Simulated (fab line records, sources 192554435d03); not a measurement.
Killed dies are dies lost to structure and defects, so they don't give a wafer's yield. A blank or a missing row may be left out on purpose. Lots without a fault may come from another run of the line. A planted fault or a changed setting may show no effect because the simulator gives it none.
Chamber matching | flow n5_finfet | N5_BEOL_M3_PRE_CLEAN_60 on cvd_co-01: 3 sister chambers
The step time 15 s. 6 wafers are shown with their chamber, then 12 later ones without.

WAFERS WITH THEIR CHAMBER
wafer  | chamber | heater_power_w (W)
L077.5 | 0       | 63
L079.3 | 0       | 64
L087.5 | 2       | 90
L091.1 | 1       | 98
L091.2 | 2       | 87
L091.4 | 1       | 101

WAFERS WITHOUT THEIR CHAMBER
wafer  | heater_power_w (W)
L090.2 | 100
L090.4 | 85
L090.5 | 64
L097.1 | 102
L097.2 | 88
L097.4 | 102
L095.2 | 102
L095.3 | 101
L095.5 | 101
L096.2 | 87
L096.3 | 101
L096.4 | 87

WHICH CHAMBER EACH WENT THROUGH
wafer  | from the rows above | in truth
L090.2 | 1                   | 1
L090.4 | 2                   | 2
L090.5 | 0                   | 0
L097.1 | 1                   | 1
L097.2 | 2                   | 2
L097.4 | 1                   | 1
L095.2 | 1                   | 1
L095.3 | 1                   | 1
L095.5 | 1                   | 1
L096.2 | 2                   | 2
L096.3 | 1                   | 1
L096.4 | 2                   | 2
Placed correctly: 12 of 12. Can't be placed from these rows: 0. Placed wrongly: 0.
How it was worked out, from the rows above alone: a wafer's distance from a chamber is the root of the sum, over the readings, of the square of ((its reading less the chamber's mean) divided by the reading's scatter). The wafer belongs to the nearest chamber; if the next one is less than 2 further off, it can't be placed. A chamber's mean is the mean of its shown wafers. The scatter: the root of (the sum of the squares of (reading less its chamber's mean) over the shown wafers, divided by (wafers less chambers)).
